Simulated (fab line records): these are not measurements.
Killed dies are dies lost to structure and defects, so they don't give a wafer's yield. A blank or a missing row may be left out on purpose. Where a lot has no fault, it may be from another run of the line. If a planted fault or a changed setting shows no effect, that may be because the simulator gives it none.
A lot that was struck, set against a sound lot | flow n5 finfet | 14 steps out of a route of 1938
Sound: the wafers L380.1, L380.2, L380.6. Wafers struck: L387.3, L387.5. The cause is named last.
Per side, at each step with rows, come the tool, then ch with its chambers, and then its first start. Under that, the readings that differ: sound wafers | struck wafers | difference of the means | sigmas: that difference in standard deviations of wafers without a fault.
alike: readings with means less than 2 such deviations apart, plus words and numbers identical on both sides. not compared: withheld readings, readings lacking a value on some wafer, bounds such as >300 that could conceal the same value, and numbers that have no deviation in the record and whose values overlap.
A row with sigmas, a row that says differs or no value, or rows on one side alone: a step with any of these is where the two part. When numbers do not overlap yet have no deviation, they are printed without sigmas and do not part them. A reading that every wafer of one side lacks parts them only if that side has two wafers or more.

first, 8 steps without rows for these wafers: N5_BEOL_M9_COAT_64 (time 60 s, resist thk 12 nm); N5_BEOL_M9_COAT_75 (time 60 s, resist thk 5 nm); N5_BEOL_M9_COAT_22 (resist thk 30 nm); N5_BEOL_M9_EBR_24; N5_BEOL_M9_SOFTBAKE_23 (time 60 s); N5_BEOL_M9_EXPOSE_25 (exposes mask V8); N5_BEOL_M9_PEB_26 (peb time 60 s); N5_BEOL_M9_DEVELOP_27 (develop time 30 s).
N5_BEOL_M9_CD_MEAS_28: the cd target is 70 nm.
  sound on cd sem-02 ch 0, day 10 10:04; struck on cd sem-01 ch 0, day 12 04:34
  alike: cd nm
N5_BEOL_M9_OVL_MEAS_29:
  sound on overlay-02 ch 0, day 10 10:05; struck on overlay-01 ch 0, day 12 04:37
  alike: V8_OVL
N5_BEOL_M9_INSPECT_30: inspects for defects (brightfield).
  struck on defect inspect-01, day 12 04:40; sound on defect inspect-01, day 10 10:08
  alike: raw defect count
N5_BEOL_M9_DESCUM_33: chemistry O2, time 7 s.
  sound on rie diel-01 ch 2,3, day 10 10:24; struck on rie diel-01 ch 0,3, day 12 04:41
  alike: drypump motor current A, oes product au, rf vpp V, showerhead plenum p Torr, throttle valve pct
  not compared: rf hours counter h
N5_BEOL_M9_ETCH_76: etches underlayer in N2/H2, target depth 6.5 nm, time 5.2 s.
  sound on rie diel-01 ch 2,3, day 10 10:26; struck on rie diel-01 ch 0,3, day 12 04:44
  reading               | sound          | struck    | difference | sigmas
  etch rf on time s (s) | 5.16 4.99 4.96 | 6.27 6.44 | +1.32      | +9
  oes product au (a.u.) | 0.60 0.78 0.79 | 0.54 0.53 | -0.19      | -2
  alike: drypump motor current A, rf vpp V, showerhead plenum p Torr, throttle valve pct
  not compared: rf hours counter h
N5_BEOL_M9_ETCH_65: etches SiARC in CF4, target depth 15.6 nm, time 26 s.
  sound on rie diel-01 ch 2,3, day 10 10:27; struck on rie diel-01 ch 0,3, day 12 04:45
  alike: drypump motor current A, etch rf on time s, oes product au, rf vpp V, showerhead plenum p Torr, throttle valve pct
  not compared: rf hours counter h

WHERE THEY PART
At N5_BEOL_M9_ETCH_76 and nowhere else, as far as this record goes. Later steps at which nothing parts them and some readings are alike: N5_BEOL_M9_ETCH_65.

WHY: what the simulator had put in
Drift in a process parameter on rie diel-01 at N5_BEOL_M9_ETCH_76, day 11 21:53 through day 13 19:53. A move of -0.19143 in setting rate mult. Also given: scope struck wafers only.
